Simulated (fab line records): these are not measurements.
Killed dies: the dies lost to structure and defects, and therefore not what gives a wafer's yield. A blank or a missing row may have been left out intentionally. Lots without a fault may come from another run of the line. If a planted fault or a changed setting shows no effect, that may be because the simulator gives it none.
Matching of chambers ; flow n5Finfet ; N5_BEOL_M0_SAQP_DESCUM_45 on rieDiel-06: 4 sister chambers
The step chemistry O2, time 7 s. 16 wafers are shown with their chamber, then 8 later ones without.

== WAFERS WITH THEIR CHAMBER ==
wafer;chamber;drypumpMotorCurrentA (A);showerheadPlenumPTorr (Torr);throttleValvePct (%)
L074.2;1;6.6;2.21;19.95
L074.3;2;5.9;2.06;20.64
L074.4;0;5.2;2.00;20.34
L085.2;1;6.6;2.21;19.96
L085.3;2;5.9;2.06;20.67
L085.6;1;6.6;2.21;20.00
L088.1;0;5.1;1.99;20.37
L088.2;2;5.9;2.05;20.67
L088.5;1;6.6;2.20;19.99
L091.2;3;6.5;2.17;20.27
L091.3;1;6.6;2.20;19.99
L091.4;3;6.5;2.17;20.29
L093.2;2;5.9;2.05;20.28
L093.4;1;6.6;2.20;19.98
L093.6;3;6.5;2.17;20.28
L095.1;0;5.2;1.98;20.40

SIGNATURES (means of the wafers above)
reading;chamber 0;chamber 1;chamber 2;chamber 3;scatter within a chamber
drypumpMotorCurrentA;5.167;6.600;5.900;6.500;0.0236
showerheadPlenumPTorr;1.9900;2.2050;2.0550;2.1700;0.00612
throttleValvePct;20.3700;19.9783;20.5650;20.2800;0.0969
Rule: for a wafer and a chamber, the distance is found by dividing, reading by reading, the gap between the wafer's reading and the chamber's mean by the reading's scatter, squaring, summing and taking the root. The wafer belongs to the nearest chamber; if the next one is less than 2 further off, it can't be placed. How the scatter is found: for the shown wafers, subtract from each reading the mean of its chamber, square and add these, divide the total by (wafers less chambers), then take the root.

== WAFERS WHOSE CHAMBER IS MISSING ==
wafer;drypumpMotorCurrentA (A);showerheadPlenumPTorr (Torr);throttleValvePct (%)
L095.3;6.4;2.17;20.29
L095.4;5.9;2.05;20.30
L096.1;5.9;2.05;20.28
L096.2;5.1;1.98;20.39
L096.3;6.5;2.17;20.28
L097.1;6.6;2.20;20.01
L097.4;6.5;2.17;20.29
L097.5;6.5;2.17;20.29

== WHICH CHAMBER EACH WENT THROUGH ==
wafer;from the rows above;in truth
L095.3;3;3
L095.4;2;2
L096.1;2;2
L096.2;0;0
L096.3;3;3
L097.1;1;1
L097.4;3;3
L097.5;3;3
Correctly placed: 8 of 8. From these rows, 0 cannot be placed. Placed wrongly: 0.
